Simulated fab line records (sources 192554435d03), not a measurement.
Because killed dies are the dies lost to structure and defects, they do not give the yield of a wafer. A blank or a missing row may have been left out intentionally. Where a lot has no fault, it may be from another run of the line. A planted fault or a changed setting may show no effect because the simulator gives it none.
Split-lot trial || flow n5 finfet || on a route of 1938 steps: 7 lots, 21 wafers read

== THE SPLIT ==
At N5_BEOL_M0_SAQP_COAT_72 (time 60 s, resist thk 15 nm), the setting spin rpm was moved away from the recipe's 1500 rpm on 6 of the 21 wafers read, by -5.8% to +7.1%. This setting was run at the recipe's value on the other wafers.

== FROM THE SPLIT TO THE READING: what the file shows between them, 4 steps ==
- N5_BEOL_M0_SAQP_COAT_87: time 60 s, resist thk 5 nm
- N5_BEOL_M0_SAQP_COAT_34: resist thk 30 nm
- N5_BEOL_M0_SAQP_DESCUM_45: chemistry O2, time 7 s
- N5_BEOL_M0_SAQP_ETCH_88: etches underlayer in N2/H2, target depth 6.5 nm, time 5.2 s

== THE READING ==
etch.depth nm (the simulator's own value, which no gauge read), in nm, at N5_BEOL_M0_SAQP_ETCH_73 (etches SiARC in CF4, target depth 19.5 nm, time 32.5 s). No usual value for it is given in the file. The 15 wafers here that ran the recipe average 15.00 nm, standard deviation 0.024 nm.

{"wafer": "L074.2", "tool, chamber at the split": "litho track-04, 0", "spin rpm as run, rpm": 1500, "against the recipe": "recipe", "etch.depth nm, nm": 15.02, "against lot-mates on the recipe": "-"}
{"wafer": "L074.5", "tool, chamber at the split": "litho track-04, 0", "spin rpm as run, rpm": 1500, "against the recipe": "recipe", "etch.depth nm, nm": 15.04, "against lot-mates on the recipe": "-"}
{"wafer": "L074.6", "tool, chamber at the split": "litho track-04, 0", "spin rpm as run, rpm": 1578, "against the recipe": "+5.2%", "etch.depth nm, nm": 14.66, "against lot-mates on the recipe": -0.37}
{"wafer": "L077.1", "tool, chamber at the split": "litho track-05, 0", "spin rpm as run, rpm": 1500, "against the recipe": "recipe", "etch.depth nm, nm": 15.01, "against lot-mates on the recipe": "-"}
{"wafer": "L077.4", "tool, chamber at the split": "litho track-05, 0", "spin rpm as run, rpm": 1500, "against the recipe": "recipe", "etch.depth nm, nm": 14.98, "against lot-mates on the recipe": "-"}
{"wafer": "L077.5", "tool, chamber at the split": "litho track-05, 0", "spin rpm as run, rpm": 1500, "against the recipe": "recipe", "etch.depth nm, nm": 15.02, "against lot-mates on the recipe": "-"}
{"wafer": "L080.2", "tool, chamber at the split": "litho track-01, 0", "spin rpm as run, rpm": 1413, "against the recipe": "-5.8%", "etch.depth nm, nm": 15.42, "against lot-mates on the recipe": "+0.43"}
{"wafer": "L080.5", "tool, chamber at the split": "litho track-01, 0", "spin rpm as run, rpm": 1500, "against the recipe": "recipe", "etch.depth nm, nm": 14.99, "against lot-mates on the recipe": "-"}
{"wafer": "L080.6", "tool, chamber at the split": "litho track-01, 0", "spin rpm as run, rpm": 1413, "against the recipe": "-5.8%", "etch.depth nm, nm": 15.44, "against lot-mates on the recipe": "+0.45"}
{"wafer": "L085.1", "tool, chamber at the split": "litho track-05, 0", "spin rpm as run, rpm": 1607, "against the recipe": "+7.1%", "etch.depth nm, nm": 14.48, "against lot-mates on the recipe": -0.49}
{"wafer": "L085.4", "tool, chamber at the split": "litho track-05, 0", "spin rpm as run, rpm": 1500, "against the recipe": "recipe", "etch.depth nm, nm": 14.97, "against lot-mates on the recipe": "-"}
{"wafer": "L085.5", "tool, chamber at the split": "litho track-05, 0", "spin rpm as run, rpm": 1607, "against the recipe": "+7.1%", "etch.depth nm, nm": 14.44, "against lot-mates on the recipe": -0.53}
{"wafer": "L087.2", "tool, chamber at the split": "litho track-01, 0", "spin rpm as run, rpm": 1571, "against the recipe": "+4.7%", "etch.depth nm, nm": 14.65, "against lot-mates on the recipe": -0.35}
{"wafer": "L087.3", "tool, chamber at the split": "litho track-01, 0", "spin rpm as run, rpm": 1500, "against the recipe": "recipe", "etch.depth nm, nm": 15.01, "against lot-mates on the recipe": "-"}
{"wafer": "L087.6", "tool, chamber at the split": "litho track-01, 0", "spin rpm as run, rpm": 1500, "against the recipe": "recipe", "etch.depth nm, nm": 14.99, "against lot-mates on the recipe": "-"}
{"wafer": "L091.1", "tool, chamber at the split": "litho track-04, 0", "spin rpm as run, rpm": 1500, "against the recipe": "recipe", "etch.depth nm, nm": 15.02, "against lot-mates on the recipe": "-"}
{"wafer": "L091.3", "tool, chamber at the split": "litho track-04, 0", "spin rpm as run, rpm": 1500, "against the recipe": "recipe", "etch.depth nm, nm": 15.04, "against lot-mates on the recipe": "-"}
{"wafer": "L091.6", "tool, chamber at the split": "litho track-04, 0", "spin rpm as run, rpm": 1500, "against the recipe": "recipe", "etch.depth nm, nm": 14.97, "against lot-mates on the recipe": "-"}
{"wafer": "L095.1", "tool, chamber at the split": "litho track-05, 0", "spin rpm as run, rpm": 1500, "against the recipe": "recipe", "etch.depth nm, nm": 14.97, "against lot-mates on the recipe": "-"}
{"wafer": "L095.5", "tool, chamber at the split": "litho track-05, 0", "spin rpm as run, rpm": 1500, "against the recipe": "recipe", "etch.depth nm, nm": 14.97, "against lot-mates on the recipe": "-"}
{"wafer": "L095.4", "tool, chamber at the split": "litho track-05, 0", "spin rpm as run, rpm": 1500, "against the recipe": "recipe", "etch.depth nm, nm": 14.99, "against lot-mates on the recipe": "-"}

FIT RESULTS
A straight line over all 21 wafers: etch.depth nm changes by -0.0738 nm for each +1% of spin rpm; r = -0.99; the points scatter about the line by 0.025 nm.
The same after taking each lot's own level away (the mean of its wafers on the recipe; 21 wafers): -0.0732 nm for each +1%; r = -1.00; scatter 0.018 nm.
According to that fit, moving spin rpm by its largest amount changes the reading by 0.52 nm.
From 14.970 to 15.030 nm: that is the span of the lots' own levels, equal to 2.5 times the standard deviation above.
The two slopes agree, so the slope changes little with the lot-to-lot level.
Check: with one of the wafers moved furthest among these (+7.1%) left out of the fit, the line predicts -0.529 nm for it against its lot-mates. It came out at -0.49 nm against them.

== ADDITIONAL SPLITS CARRIED BY THESE WAFERS ==
Before the reading, these wafers also passed through other splits. Each is held against what the fit with the lots' levels taken away leaves over:
{"other split on the same wafers": "N5_MOL_CONTACT_COAG_EXPOSE_05 dose mj", "wafers away from the commonest value": 8, "r with etch.depth nm (lot level and that fit taken away)": -0.16}
{"other split on the same wafers": "N5_BEOL_M0_SAQP_PECVD_00 time s", "wafers away from the commonest value": 7, "r with etch.depth nm (lot level and that fit taken away)": -0.31}
{"other split on the same wafers": "N5_BEOL_M0_SAQP_PECVD_04 time s", "wafers away from the commonest value": 3, "r with etch.depth nm (lot level and that fit taken away)": "+0.10"}

== THE WHOLE CHAIN: every reading that the file lists as answering this split, in the file's order ==
{"step": "N5_BEOL_M0_SAQP_COAT_72", "what it does": "time 60 s, resist thk 15 nm", "reading": "SiARC_of_BEOL_M0_SAQP_COAT_72.thk nm (the simulator's own value, which no gauge read)", "change (the file's fit)": "-0.0789 nm for each +1% of the setting", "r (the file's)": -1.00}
{"step": "N5_BEOL_M0_SAQP_ETCH_73", "what it does": "etches SiARC in CF4, target depth 19.5 nm, time 32.5 s", "reading": "etch.depth nm (the simulator's own value, which no gauge read)", "change (the file's fit)": "-0.0728 nm for each +1% of the setting", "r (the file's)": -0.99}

== THE FILE'S OWN FIT ==
etch.depth nm changes by -0.0728 nm for each +1% of spin rpm, r = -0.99.
